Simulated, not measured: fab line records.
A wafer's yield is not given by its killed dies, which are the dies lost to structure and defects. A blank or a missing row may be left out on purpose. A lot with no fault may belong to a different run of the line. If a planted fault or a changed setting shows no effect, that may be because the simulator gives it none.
Problem report, 8D (eight disciplines) form, completed by code	flow nandHarc	the parts of the form that need people (team, actions taken, sign-off) are left out

== 1. WHAT IS WRONG ==
Wafers without a fault read 1000 nm, standard deviation 9.7; thkNm at NHARC_A_ONON_D1_THK_MEAS_05 reads a mean of 1618 nm on 6 wafers belonging to 2 lots. Measured from the usual mean, that is +64 standard deviations.
The step: measures by ellipsometry.
The first sign was on wafer L836.2 at day 10 17:43, on filmMetro-01. The record has a number at this step for 42 wafers belonging to 14 lots. Rule for "out" (also "out of limits"): further than 4 standard deviations from the usual mean. The rest of the wafers with a number are treated as sound.

== 2. WHAT IT IS AND WHAT IT IS NOT ==
question	is	is not
which readings at this step	thkNm	-
which lots	L836, L837	L829, L831, L832, L833, L834, L835, L841, L842, L843, L845, L846, L847
which wafers of those lots	all that have a number	-
read on which gauges	filmMetro-01, filmMetro-02	-
when	from day 10 17:43	up to then (18 sound wafers); but 18 sound wafers of L841, L842, L843, L845, L846, L847 came after

== 3. THE SUSPECTS, EACH WITH WHAT RULES IT OUT ==
Counting: any tool at a process step up to the reading is kept as a suspect provided that every lot that is out went through it and no sound lot did after the first of them.
- the gauge at NHARC_A_ONON_D1_THK_MEAS_05 has been ruled out. Those wafers that are out were read across 2 gauges (filmMetro-01, filmMetro-02).
- pvdSputter-03 at NHARC_P_BONDPAD_PVD_27 (deposits Cu, target thk 30 nm, time 20.49 s): ruled out as a lasting fault. After its first lot that is out, L836 (day 10 17:16), sound lots L842, L847 ran on it. NHARC_P_BONDPAD_PVD_27 gives no start for some lots, so the hours and the order of its lots are those of NHARC_A_ONON_D1_DEP_03.
- pecvdOnon-01 at NHARC_A_ONON_D1_DEP_03 (target thk 1000 nm): kept. Every lot that is out went through it, starting with L836 (day 10 17:16), and after that it ran no sound lot; the last sound lot it ran before then is L835 (day 10 10:05).
Left after counting: pecvdOnon-01 at NHARC_A_ONON_D1_DEP_03.

== 4. THE CAUSE (what the simulator had put in) ==
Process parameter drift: pecvdOnon-01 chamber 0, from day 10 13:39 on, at NHARC_A_ONON_D1_DEP_03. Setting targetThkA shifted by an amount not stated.
Counting left only this tool.

== 5. THE CHAIN OF EFFECTS, in route order ==
Rows list readings where the struck wafers' mean (over those with a number) sits beyond 3 standard deviations from the usual. Only readings whose record carries a usual standard deviation are examined. hours: median over the lots of the time between each lot's start at the first step of this table that gives one and its start at this step. sigmas: the change, counted in usual standard deviations.
hours	step	reading	usual	on struck wafers	change	sigmas
0	NHARC_A_ONON_D1_THK_MEAS_05	thkNm	1000 nm	1618	+618	+64
405	NHARC_END_SORT_01	killedAtArray	55	672	+617	+28
405	NHARC_END_SORT_01	killedDies	59	677	+618	+28

== 6. HOW IT WOULD HAVE BEEN CAUGHT EARLIER ==
4 hours passed between the start of the fault at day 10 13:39 and the first reading out of limits at a measuring or inspecting step in this record, taken at day 10 17:43.
L837, from the lots that are out (2), started NHARC_A_ONON_D1_DEP_03 on pecvdOnon-01 later than day 10 17:43. Had the tool been put on hold then, it would have been spared.
